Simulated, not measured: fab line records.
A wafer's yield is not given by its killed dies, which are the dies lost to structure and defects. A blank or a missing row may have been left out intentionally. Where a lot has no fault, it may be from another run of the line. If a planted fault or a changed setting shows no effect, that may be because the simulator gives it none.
One fault seen from 2 desks    flow nand harc    only its own numbers are on each desk; what lay behind them is given at the end

== METROLOGY DESK ==
What the gauges read for every lot (on any tool): the sampled wafers with a number, averaged. If a lot's mean is further than 4 standard deviations from the usual mean, the lot is out of limits and carries the mark OUT (the distance appears in the brackets).
Columns: A = thk nm at NHARC_A_ONON_D1_THK_MEAS_11, usual 1002 nm; B = thk nm at NHARC_A_ONON_D1_THK_MEAS_30, usual 1002 nm
lot   first seen here  A     B
L436  day 7 21:41      997   1001
L437  day 8 10:53      996   999
L438  day 8 10:53      1017  994
L439  day 9 03:35      1019  1019
L440  day 9 16:01      1022  998
L441  day 9 19:49      999   1002
L442  day 10 13:30     1005  988
L443  day 10 13:33     1007  986
L444  day 11 08:25     986   1006
L445  day 11 08:30     997   1001
L448  day 12 16:55     1018  1005
L451  day 14 08:57     1013  1176 (+21) OUT
L452  day 14 15:44     995   1167 (+19) OUT
L454  day 15 07:53     987   1109 (+13) OUT
L458  day 17 02:41     993   996
Finding of this desk: L451, L452, L454 out of limits; the first was L451 at day 14 19:36, on thk nm at NHARC_A_ONON_D1_THK_MEAS_30. In limits: L436, L437, L438, L439, L440, L441, L442, L443, L444, L445, L448, L458.

== THE DEFECT DESK ==
What the inspections along the route counted, lot by lot: means of the sampled wafers that have a number. If a lot's mean is further than 4 standard deviations from the usual mean, the lot is out of limits and carries the mark OUT (the distance appears in the brackets).
Columns: A = raw defect count at NHARC_A_SOURCE_PLATE_INSPECT_08, usual 59
lot   first seen here  A
L436  day 7 19:25      75
L437  day 8 08:36      91
L438  day 8 08:36      78
L439  day 9 01:19      43
L440  day 9 13:46      62
L441  day 9 17:34      53
L443  day 10 11:14     64
L442  day 10 11:14     75
L444  day 11 06:08     50
L445  day 11 06:10     77
L448  day 12 14:38     48
L451  day 14 06:38     70
L452  day 14 13:27     60
L454  day 15 05:36     83
L458  day 17 00:23     48
This desk's verdict: no lot among the 15 shows anything out of limits.

== BROUGHT TOGETHER ==
The metrology desk could have raised an alarm at day 14 19:36, on L451, L452, L454.
The defect desk saw nothing out of limits.
The defect desk has L451, L452, L454 on record, within its limits.
All the named lots went through NHARC_A_ONON_D1_DEP_28 on pecvd onon-01.

== WHAT THE SIMULATOR HAD PUT IN ==
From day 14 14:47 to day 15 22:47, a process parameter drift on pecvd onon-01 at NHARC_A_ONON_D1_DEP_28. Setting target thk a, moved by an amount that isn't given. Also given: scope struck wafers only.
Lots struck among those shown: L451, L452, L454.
Delay in hours, fault start to first out-of-limits reading, per desk: metrology desk 5.
